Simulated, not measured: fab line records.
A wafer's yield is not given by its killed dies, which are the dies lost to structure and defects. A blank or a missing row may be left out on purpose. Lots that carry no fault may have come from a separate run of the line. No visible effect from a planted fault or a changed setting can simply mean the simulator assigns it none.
Matching of chambers / flow n5-finfet / 4 sister chambers for N5_BEOL_M10_DESCUM_33 on rie-diel-04
The step chemistry O2, time 7.9 s. 27 wafers are shown with their chamber, then 12 later ones without.

== EACH WAFER AND ITS CHAMBER ==
wafer=L074.1; chamber=1; drypump-motor-current-A (A)=5.8; showerhead-plenum-p-Torr (Torr)=2.13; throttle-valve-pct (%)=20.1
wafer=L074.2; chamber=0; drypump-motor-current-A (A)=5.0; showerhead-plenum-p-Torr (Torr)=2.07; throttle-valve-pct (%)=21.0
wafer=L074.3; chamber=2; drypump-motor-current-A (A)=6.2; showerhead-plenum-p-Torr (Torr)=2.22; throttle-valve-pct (%)=20.5
wafer=L074.4; chamber=3; drypump-motor-current-A (A)=6.3; showerhead-plenum-p-Torr (Torr)=2.13; throttle-valve-pct (%)=20.3
wafer=L074.5; chamber=0; drypump-motor-current-A (A)=5.0; showerhead-plenum-p-Torr (Torr)=2.07; throttle-valve-pct (%)=21.0
wafer=L074.6; chamber=3; drypump-motor-current-A (A)=6.3; showerhead-plenum-p-Torr (Torr)=2.13; throttle-valve-pct (%)=20.3
wafer=L075.1; chamber=3; drypump-motor-current-A (A)=6.2; showerhead-plenum-p-Torr (Torr)=2.13; throttle-valve-pct (%)=20.3
wafer=L075.4; chamber=2; drypump-motor-current-A (A)=6.3; showerhead-plenum-p-Torr (Torr)=2.22; throttle-valve-pct (%)=20.5
wafer=L075.6; chamber=3; drypump-motor-current-A (A)=6.3; showerhead-plenum-p-Torr (Torr)=2.13; throttle-valve-pct (%)=20.3
wafer=L077.1; chamber=3; drypump-motor-current-A (A)=6.3; showerhead-plenum-p-Torr (Torr)=2.13; throttle-valve-pct (%)=20.3
wafer=L077.2; chamber=1; drypump-motor-current-A (A)=5.8; showerhead-plenum-p-Torr (Torr)=2.13; throttle-valve-pct (%)=19.9
wafer=L077.3; chamber=2; drypump-motor-current-A (A)=6.3; showerhead-plenum-p-Torr (Torr)=2.21; throttle-valve-pct (%)=20.6
wafer=L077.4; chamber=0; drypump-motor-current-A (A)=4.9; showerhead-plenum-p-Torr (Torr)=2.07; throttle-valve-pct (%)=21.0
wafer=L077.5; chamber=2; drypump-motor-current-A (A)=6.2; showerhead-plenum-p-Torr (Torr)=2.21; throttle-valve-pct (%)=20.5
wafer=L077.6; chamber=3; drypump-motor-current-A (A)=6.3; showerhead-plenum-p-Torr (Torr)=2.13; throttle-valve-pct (%)=20.3
wafer=L078.1; chamber=1; drypump-motor-current-A (A)=5.8; showerhead-plenum-p-Torr (Torr)=2.13; throttle-valve-pct (%)=19.9
wafer=L078.3; chamber=0; drypump-motor-current-A (A)=5.0; showerhead-plenum-p-Torr (Torr)=2.07; throttle-valve-pct (%)=21.0
wafer=L078.6; chamber=2; drypump-motor-current-A (A)=6.3; showerhead-plenum-p-Torr (Torr)=2.21; throttle-valve-pct (%)=20.5
wafer=L082.1; chamber=0; drypump-motor-current-A (A)=5.0; showerhead-plenum-p-Torr (Torr)=2.06; throttle-valve-pct (%)=21.0
wafer=L082.5; chamber=2; drypump-motor-current-A (A)=6.2; showerhead-plenum-p-Torr (Torr)=2.21; throttle-valve-pct (%)=20.5
wafer=L082.6; chamber=1; drypump-motor-current-A (A)=5.8; showerhead-plenum-p-Torr (Torr)=2.12; throttle-valve-pct (%)=19.9
wafer=L085.1; chamber=3; drypump-motor-current-A (A)=6.3; showerhead-plenum-p-Torr (Torr)=2.12; throttle-valve-pct (%)=20.3
wafer=L085.3; chamber=0; drypump-motor-current-A (A)=5.0; showerhead-plenum-p-Torr (Torr)=2.06; throttle-valve-pct (%)=21.0
wafer=L085.4; chamber=2; drypump-motor-current-A (A)=6.2; showerhead-plenum-p-Torr (Torr)=2.21; throttle-valve-pct (%)=20.6
wafer=L087.3; chamber=2; drypump-motor-current-A (A)=6.3; showerhead-plenum-p-Torr (Torr)=2.21; throttle-valve-pct (%)=20.6
wafer=L087.4; chamber=0; drypump-motor-current-A (A)=5.0; showerhead-plenum-p-Torr (Torr)=2.06; throttle-valve-pct (%)=21.0
wafer=L087.5; chamber=2; drypump-motor-current-A (A)=6.3; showerhead-plenum-p-Torr (Torr)=2.21; throttle-valve-pct (%)=20.6

SIGNATURES (means of the wafers above)
reading=drypump-motor-current-A; chamber 0=4.986; chamber 1=5.800; chamber 2=6.256; chamber 3=6.286; scatter within a chamber=0.0414
reading=showerhead-plenum-p-Torr; chamber 0=2.0657; chamber 1=2.1275; chamber 2=2.2122; chamber 3=2.1286; scatter within a chamber=0.0046
reading=throttle-valve-pct; chamber 0=21.000; chamber 1=19.950; chamber 2=20.544; chamber 3=20.300; scatter within a chamber=0.0477
Rule: a wafer's distance from a chamber is the root of the sum, over the readings, of the square of ((its reading less the chamber's mean) divided by the reading's scatter). The wafer belongs to the nearest chamber; if the next one is less than 2 further off, it can't be placed. The scatter is the square root of a quotient: the sum, over the shown wafers, of each reading's squared deviation from its chamber's mean, divided by wafers minus chambers.

== WAFERS MISSING THEIR CHAMBER ==
wafer=L090.1; drypump-motor-current-A (A)=5.0; showerhead-plenum-p-Torr (Torr)=2.06; throttle-valve-pct (%)=21.0
wafer=L090.2; drypump-motor-current-A (A)=5.8; showerhead-plenum-p-Torr (Torr)=2.12; throttle-valve-pct (%)=20.0
wafer=L090.3; drypump-motor-current-A (A)=6.3; showerhead-plenum-p-Torr (Torr)=2.12; throttle-valve-pct (%)=20.3
wafer=L090.4; drypump-motor-current-A (A)=6.2; showerhead-plenum-p-Torr (Torr)=2.21; throttle-valve-pct (%)=20.6
wafer=L090.5; drypump-motor-current-A (A)=6.2; showerhead-plenum-p-Torr (Torr)=2.20; throttle-valve-pct (%)=20.6
wafer=L090.6; drypump-motor-current-A (A)=6.3; showerhead-plenum-p-Torr (Torr)=2.12; throttle-valve-pct (%)=20.3
wafer=L097.1; drypump-motor-current-A (A)=6.3; showerhead-plenum-p-Torr (Torr)=2.11; throttle-valve-pct (%)=20.3
wafer=L097.2; drypump-motor-current-A (A)=5.0; showerhead-plenum-p-Torr (Torr)=2.05; throttle-valve-pct (%)=21.0
wafer=L097.3; drypump-motor-current-A (A)=6.3; showerhead-plenum-p-Torr (Torr)=2.20; throttle-valve-pct (%)=20.6
wafer=L097.4; drypump-motor-current-A (A)=5.8; showerhead-plenum-p-Torr (Torr)=2.11; throttle-valve-pct (%)=20.0
wafer=L097.5; drypump-motor-current-A (A)=5.8; showerhead-plenum-p-Torr (Torr)=2.11; throttle-valve-pct (%)=20.0
wafer=L097.6; drypump-motor-current-A (A)=6.2; showerhead-plenum-p-Torr (Torr)=2.20; throttle-valve-pct (%)=20.6

== WHICH CHAMBER EACH ONE RAN IN ==
wafer=L090.1; from the rows above=0; in truth=0
wafer=L090.2; from the rows above=1; in truth=1
wafer=L090.3; from the rows above=3; in truth=3
wafer=L090.4; from the rows above=2; in truth=2
wafer=L090.5; from the rows above=2; in truth=2
wafer=L090.6; from the rows above=3; in truth=3
wafer=L097.1; from the rows above=3; in truth=3
wafer=L097.2; from the rows above=0; in truth=0
wafer=L097.3; from the rows above=2; in truth=2
wafer=L097.4; from the rows above=1; in truth=1
wafer=L097.5; from the rows above=1; in truth=1
wafer=L097.6; from the rows above=2; in truth=2
Placed correctly: 12 of 12. Number that these rows cannot place: 0. 0 placed wrongly.
